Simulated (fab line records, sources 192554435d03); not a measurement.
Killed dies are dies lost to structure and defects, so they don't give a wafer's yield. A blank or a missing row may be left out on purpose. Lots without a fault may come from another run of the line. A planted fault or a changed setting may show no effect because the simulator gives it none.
Chamber matching | flow n5_finfet | N5_BEOL_M2_STRIP_36 on rie_diel-01: 4 sister chambers
The step strips in N2/H2. 4 wafers are shown with their chamber, then 10 later ones without.

WAFERS WITH THEIR CHAMBER
wafer  | chamber | showerhead_plenum_p_Torr (Torr)
L089.2 | 1       | 2.56
L089.4 | 3       | 2.53
L090.1 | 0       | 2.67
L090.4 | 2       | 2.46

WAFERS WITHOUT THEIR CHAMBER
wafer  | showerhead_plenum_p_Torr (Torr)
L090.5 | 2.46
L093.1 | 2.67
L093.3 | 2.53
L093.5 | 2.53
L096.1 | 2.52
L096.2 | 2.55
L096.3 | 2.45
L094.1 | 2.52
L094.4 | 2.52
L094.5 | 2.52

WHICH CHAMBER EACH WENT THROUGH
wafer  | from the rows above     | in truth
L090.5 | 2                       | 2
L093.1 | 0                       | 0
L093.3 | 3                       | 3
L093.5 | 3                       | 3
L096.1 | 3                       | 3
L096.2 | can't be placed: 1 or 3 | 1
L096.3 | 2                       | 2
L094.1 | 3                       | 3
L094.4 | 3                       | 3
L094.5 | 3                       | 3
Placed correctly: 9 of 10. Can't be placed from these rows: 1 (the true chamber is among the candidates in 1). Placed wrongly: 0.
How it was worked out, from the rows above alone: a wafer's distance from a chamber is the root of the sum, over the readings, of the square of ((its reading less the chamber's mean) divided by the reading's scatter). The wafer belongs to the nearest chamber; if the next one is less than 2 further off, it can't be placed. A chamber's mean is the mean of its shown wafers. The scatter: with one shown wafer a chamber, the root of the mean of the squares of how far each hidden wafer lies from its nearest shown one.
